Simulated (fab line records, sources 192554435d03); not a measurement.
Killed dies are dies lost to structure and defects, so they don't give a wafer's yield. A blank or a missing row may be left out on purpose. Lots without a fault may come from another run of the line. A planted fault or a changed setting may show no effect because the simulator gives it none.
Split-lot experiment | flow n5_finfet | 7 lots, 39 wafers read, on a route of 1938 steps

THE SPLIT
At N5_BEOL_M0_SAQP_MANDREL_ETCH_20 (etches a-Si in HBr/Cl2, stops on SiNx, target depth 60 nm, bt time 10 s, time 30 s), the setting target_depth_a was moved away from the recipe's 600 angstrom on 12 of the 39 wafers read, by -55.6% to +17.8%. The other wafers ran this setting at the recipe's value.

The reading is taken at the split's own step.

THE READING
oes_product_au, in a.u., at N5_BEOL_M0_SAQP_MANDREL_ETCH_20 (etches a-Si in HBr/Cl2, stops on SiNx, target depth 60 nm, bt time 10 s, time 30 s). Fault-free wafers of this fab line usually give 0.769 a.u., standard deviation 0.018 a.u..

wafer  | tool, chamber at the split | target_depth_a as run, angstrom | against the recipe | oes_product_au, a.u. | against lot-mates on the recipe
L075.1 | rie_si-01, 1               | 600                             | recipe             | 0.766                | -
L075.2 | rie_si-01, 0               | 600                             | recipe             | 0.775                | -
L075.3 | rie_si-01, 2               | 706.6                           | +17.8%             | 0.731                | -0.029
L075.4 | rie_si-01, 3               | 706.6                           | +17.8%             | 0.691                | -0.069
L075.5 | rie_si-01, 3               | 600                             | recipe             | 0.739                | -
L075.6 | rie_si-01, 0               | 706.6                           | +17.8%             | 0.712                | -0.048
L076.1 | rie_si-04, 0               | 600                             | recipe             | 0.763                | -
L076.2 | rie_si-04, 2               | 600                             | recipe             | 0.791                | -
L076.3 | rie_si-04, 3               | 600                             | recipe             | 0.743                | -
L076.4 | rie_si-04, 1               | 600                             | recipe             | 0.789                | -
L076.5 | rie_si-04, 1               | 600                             | recipe             | 0.788                | -
L076.6 | rie_si-04, 2               | 600                             | recipe             | 0.788                | -
L078.1 | rie_si-04, 2               | 471.9                           | -21.4%             | 0.898                | +0.118
L078.2 | rie_si-04, 0               | 600                             | recipe             | 0.767                | -
L078.3 | rie_si-04, 1               | 471.9                           | -21.4%             | 0.903                | +0.123
L078.4 | rie_si-04, 3               | 471.9                           | -21.4%             | 0.864                | +0.084
L078.5 | rie_si-04, 0               | 600                             | recipe             | 0.775                | -
L078.6 | rie_si-04, 1               | 600                             | recipe             | 0.799                | -
L079.1 | rie_si-02, 2               | 600                             | recipe             | 0.763                | -
L079.2 | rie_si-02, 3               | 468.2                           | -22.0%             | 0.897                | +0.129
L079.3 | rie_si-02, 1               | 468.2                           | -22.0%             | 0.912                | +0.144
L079.4 | rie_si-02, 0               | 468.2                           | -22.0%             | 0.886                | +0.118
L079.5 | rie_si-02, 2               | 600                             | recipe             | 0.760                | -
L079.6 | rie_si-02, 1               | 600                             | recipe             | 0.780                | -
L081.1 | rie_si-01, 3               | 600                             | recipe             | 0.754                | -
L081.2 | rie_si-01, 2               | 266.5                           | -55.6%             | 1.056                | +0.280
L081.3 | rie_si-01, 1               | 266.5                           | -55.6%             | 0.990                | +0.214
L081.4 | rie_si-01, 0               | 266.5                           | -55.6%             | 1.028                | +0.252
L081.5 | rie_si-01, 0               | 600                             | recipe             | 0.791                | -
L081.6 | rie_si-01, 1               | 600                             | recipe             | 0.784                | -
L084.1 | rie_si-01, 1               | 600                             | recipe             | 0.778                | -
L084.5 | rie_si-01, 1               | 600                             | recipe             | 0.784                | -
L084.6 | rie_si-01, 2               | 600                             | recipe             | 0.810                | -
L095.1 | rie_si-01, 0               | 600                             | recipe             | 0.781                | -
L095.2 | rie_si-01, 2               | 600                             | recipe             | 0.794                | -
L095.3 | rie_si-01, 3               | 600                             | recipe             | 0.749                | -
L095.4 | rie_si-01, 1               | 600                             | recipe             | 0.781                | -
L095.5 | rie_si-01, 0               | 600                             | recipe             | 0.798                | -
L095.6 | rie_si-01, 3               | 600                             | recipe             | 0.754                | -

THE FIT
A straight line over all 39 wafers: oes_product_au changes by -0.00455 a.u. for each +1% of target_depth_a; r = -0.97; the points scatter about the line by 0.02 a.u..
The same after taking each lot's own level away (the mean of its wafers on the recipe; 39 wafers): -0.00446 a.u. for each +1%; r = -0.97; scatter 0.021 a.u..
On that fit, the largest move of target_depth_a shifts the reading by 0.25 a.u..
The lots' own levels span 0.7600 to 0.7907 a.u., that is 1.7 times the standard deviation above.
So the lot-to-lot level changes the slope little: the two slopes agree.
Check: with one of the wafers moved furthest among these (-55.6%) left out of the fit, the line predicts +0.246 a.u. for it against its lot-mates. It came out at +0.28 a.u. against them.
Tool readings at the split's step, against how far the setting was moved: oes_product_au r = -0.97.

OTHER SPLITS ON THESE WAFERS
These wafers also went through other splits before the reading. Each is held against what the fit with the lots' levels taken away leaves over:
other split on the same wafers        | wafers away from the commonest value | r with oes_product_au (lot level and that fit taken away)
N5_ZERO_LAYER_PECVD_02 time_s         | 12                                   | -0.28
N5_FIN_SAQP_SPACER1_ALD_24 ald_cycles | 15                                   | +0.00
N5_STI_FIN_REVEAL_ETCHBACK_08 time_s  | 15                                   | +0.02

THE WHOLE CHAIN: every reading that the file lists as answering this split, in the file's order
step                            | what it does                                                                       | reading                                                                               | change (the file's fit)                   | r (the file's)
N5_BEOL_M0_SAQP_MANDREL_ETCH_20 | etches a-Si in HBr/Cl2, stops on SiNx, target depth 60 nm, bt time 10 s, time 30 s | oes_product_au                                                                        | -0.00457 a.u. for each +1% of the setting | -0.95
N5_BEOL_M0_SAQP_MANDREL_ETCH_20 | etches a-Si in HBr/Cl2, stops on SiNx, target depth 60 nm, bt time 10 s, time 30 s | etch.depth_nm (the simulator's own value, which no gauge read)                        | +0.267 nm for each +1% of the setting     | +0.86
N5_BEOL_M0_SAQP_MANDREL_ETCH_20 | etches a-Si in HBr/Cl2, stops on SiNx, target depth 60 nm, bt time 10 s, time 30 s | SOC_of_BEOL_M0_SAQP_COAT_81.thk_nm (the simulator's own value, which no gauge read)   | -0.247 nm for each +1% of the setting     | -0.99
N5_BEOL_M0_SAQP_MANDREL_ETCH_20 | etches a-Si in HBr/Cl2, stops on SiNx, target depth 60 nm, bt time 10 s, time 30 s | SiNx_of_BEOL_M0_SAQP_PECVD_97.thk_nm (the simulator's own value, which no gauge read) | -0.0532 nm for each +1% of the setting    | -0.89

THE FILE'S OWN FIT
oes_product_au changes by -0.00457 a.u. for each +1% of target_depth_a, r = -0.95.
